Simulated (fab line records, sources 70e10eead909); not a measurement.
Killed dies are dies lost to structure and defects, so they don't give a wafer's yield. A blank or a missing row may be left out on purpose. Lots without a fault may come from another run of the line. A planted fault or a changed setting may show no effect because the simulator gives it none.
Chamber matching | flow nand_harc | NHARC_P_ZERO_WELL_ETCH_65 on rie_diel-12: 4 sister chambers
The step etches the open film in N2/H2, target depth 80 nm, overetch 24 nm, time 87.88 s. 4 wafers are shown with their chamber, then 12 later ones without.

WAFERS WITH THEIR CHAMBER
wafer  | chamber | showerhead_plenum_p_Torr (Torr)
L088.2 | 1       | 2.07
L089.2 | 3       | 2.07
L089.3 | 0       | 1.97
L089.4 | 2       | 1.90

WAFERS WITHOUT THEIR CHAMBER
wafer  | showerhead_plenum_p_Torr (Torr)
L091.3 | 2.06
L091.4 | 2.07
L091.5 | 1.97
L095.1 | 1.90
L095.2 | 2.07
L095.3 | 1.97
L095.4 | 2.06
L095.5 | 2.06
L095.6 | 1.97
L097.1 | 2.06
L097.3 | 1.97
L097.4 | 2.07

WHICH CHAMBER EACH WENT THROUGH
wafer  | from the rows above     | in truth
L091.3 | can't be placed: 1 or 3 | 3
L091.4 | can't be placed: 1 or 3 | 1
L091.5 | 0                       | 0
L095.1 | 2                       | 2
L095.2 | can't be placed: 1 or 3 | 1
L095.3 | 0                       | 0
L095.4 | can't be placed: 1 or 3 | 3
L095.5 | can't be placed: 1 or 3 | 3
L095.6 | 0                       | 0
L097.1 | can't be placed: 1 or 3 | 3
L097.3 | 0                       | 0
L097.4 | can't be placed: 1 or 3 | 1
Placed correctly: 5 of 12. Can't be placed from these rows: 7 (the true chamber is among the candidates in 7). Placed wrongly: 0.
How it was worked out, from the rows above alone: a wafer's distance from a chamber is the root of the sum, over the readings, of the square of ((its reading less the chamber's mean) divided by the reading's scatter). The wafer belongs to the nearest chamber; if the next one is less than 2 further off, it can't be placed. A chamber's mean is the mean of its shown wafers. The scatter: with one shown wafer a chamber, the root of the mean of the squares of how far each hidden wafer lies from its nearest shown one.
